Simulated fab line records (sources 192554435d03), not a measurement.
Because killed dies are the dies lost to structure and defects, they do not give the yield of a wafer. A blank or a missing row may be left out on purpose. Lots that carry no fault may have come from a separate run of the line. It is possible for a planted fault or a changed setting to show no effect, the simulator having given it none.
Matching of chambers | flow n5Finfet | cmp-02 running N5_BEOL_M2_CMP_52: 4 sister chambers
The step polishes, stops on SiOC, t overpolish 6.8 s, target thk 40 nm. 4 wafers are shown with their chamber, then 8 later ones without.

== WAFERS, EACH WITH ITS CHAMBER ==
wafer  | chamber | motorCurrentA (A)
L083.2 | 1       | 6.5
L090.1 | 0       | 5.1
L090.6 | 3       | 5.5
L091.1 | 2       | 5.4

== WAFERS MISSING THEIR CHAMBER ==
wafer  | motorCurrentA (A)
L091.4 | 5.5
L091.6 | 5.4
L094.3 | 5.9
L094.5 | 5.4
L094.6 | 5.5
L097.1 | 5.3
L097.3 | 5.3
L097.4 | 5.2

== WHICH CHAMBER EACH ONE RAN IN ==
wafer  | from the rows above          | in truth
L091.4 | can't be placed: 3 or 2      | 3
L091.6 | can't be placed: 2 or 3 or 0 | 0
L094.3 | can't be placed: 3 or 2 or 1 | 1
L094.5 | can't be placed: 2 or 3 or 0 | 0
L094.6 | can't be placed: 3 or 2      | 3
L097.1 | can't be placed: 2 or 0 or 3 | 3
L097.3 | can't be placed: 2 or 0 or 3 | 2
L097.4 | can't be placed: 0 or 2 or 3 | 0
Correctly placed: 0 of 8. Not placeable from these rows: 8 (in 8, the candidates include the true chamber). Wrongly placed: 0.
How it was worked out, from the rows above alone: a wafer's distance from a chamber is the root of the sum, over the readings, of the square of ((its reading less the chamber's mean) divided by the reading's scatter). The wafer belongs to the nearest chamber; if the next one is less than 2 further off, it can't be placed. The mean given for a chamber averages the wafers shown for that chamber. The scatter: root of mean squared gap, hidden wafer to nearest shown wafer, with one shown wafer a chamber.
